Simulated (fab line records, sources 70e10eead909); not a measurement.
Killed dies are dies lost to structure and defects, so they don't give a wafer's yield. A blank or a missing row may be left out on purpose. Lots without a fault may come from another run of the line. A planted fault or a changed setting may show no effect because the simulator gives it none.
One fault seen from 3 desks | flow nand_harc | each desk has only its own numbers; what lay behind them comes last

THE METROLOGY DESK
What the gauges read, lot by lot, whatever tool the lot ran on: means of the sampled wafers that have a number. A lot is out of limits, marked OUT, if its mean lies more than 4 standard deviations from the usual mean; the brackets give that distance.
Columns: A = thk_nm at NHARC_A_ONON_D1_THK_MEAS_05, usual 999 nm
lot  | first seen here | A
L641 | day 7 02:30     | 995
L642 | day 8 00:59     | 1004
L643 | day 8 00:59     | 1015
L644 | day 8 01:03     | 985
L645 | day 8 10:59     | 1001
L646 | day 8 17:36     | 987
L649 | day 9 08:33     | 1012
L656 | day 11 18:36    | 764 (-24) OUT
L658 | day 12 02:19    | 900 (-9.9) OUT
L659 | day 12 02:21    | 992
L661 | day 12 09:33    | 999
L663 | day 12 18:56    | 983
L662 | day 12 18:56    | 997
This desk's finding: out of limits on L656, L658; first on L656, day 11 18:36 (thk_nm at NHARC_A_ONON_D1_THK_MEAS_05). In limits: L641, L642, L643, L644, L645, L646, L649, L659, L661, L663, L662.

THE DEFECT DESK
What the inspections along the route counted, lot by lot: means of the sampled wafers that have a number. A lot is out of limits, marked OUT, if its mean lies more than 4 standard deviations from the usual mean; the brackets give that distance.
Columns: A = raw_defect_count at NHARC_P_BONDPAD_INSPECT_23, usual 324
lot  | first seen here | A
L641 | day 6 01:45     | 259
L642 | day 6 23:50     | 414
L643 | day 7 00:56     | 326
L644 | day 7 03:16     | 208
L645 | day 7 09:09     | 323
L646 | day 7 16:20     | 212
L649 | day 8 07:25     | 446
L656 | day 10 20:13    | 298
L658 | day 10 22:57    | 405
L659 | day 10 23:34    | 307
L661 | day 11 08:39    | 393
L662 | day 11 18:22    | 472
L663 | day 11 20:23    | 318
This desk's finding: nothing out of limits on any of the 13 lots.

THE TOOL OWNER'S DESK: pecvd_onon-03
The tool's own readings at NHARC_A_ONON_D1_DEP_03 (target thk 1000 nm): means of the sampled wafers that have a number, for each lot that ran on this tool. A lot is out of limits, marked OUT, if its mean lies more than 4 standard deviations from the usual mean; the brackets give that distance.
Columns: A = susceptor_temp_C at NHARC_A_ONON_D1_DEP_03, usual 399.93 C
lot  | first seen here | A
L643 | day 8 00:29     | 399.63
L656 | day 11 18:08    | 399.59
L658 | day 12 01:48    | 399.99
This desk's finding: nothing out of limits on any of the 3 lots.

PUT TOGETHER
The metrology desk could have raised an alarm at day 11 18:36, on L656, L658.
The defect desk saw nothing out of limits.
The tool owner's desk saw nothing out of limits.
The defect desk has L656, L658 on record, within its limits.
The tool owner's desk has L656, L658 on record, within its limits.
Of the lots named, all ran NHARC_A_ONON_D1_DEP_03 on pecvd_onon-03.

WHAT THE SIMULATOR HAD PUT IN
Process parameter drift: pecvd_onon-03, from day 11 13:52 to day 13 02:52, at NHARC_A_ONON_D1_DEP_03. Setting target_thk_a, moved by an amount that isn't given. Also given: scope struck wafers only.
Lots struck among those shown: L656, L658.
Hours from the fault's start to each desk's first reading out of limits: the metrology desk, 5.
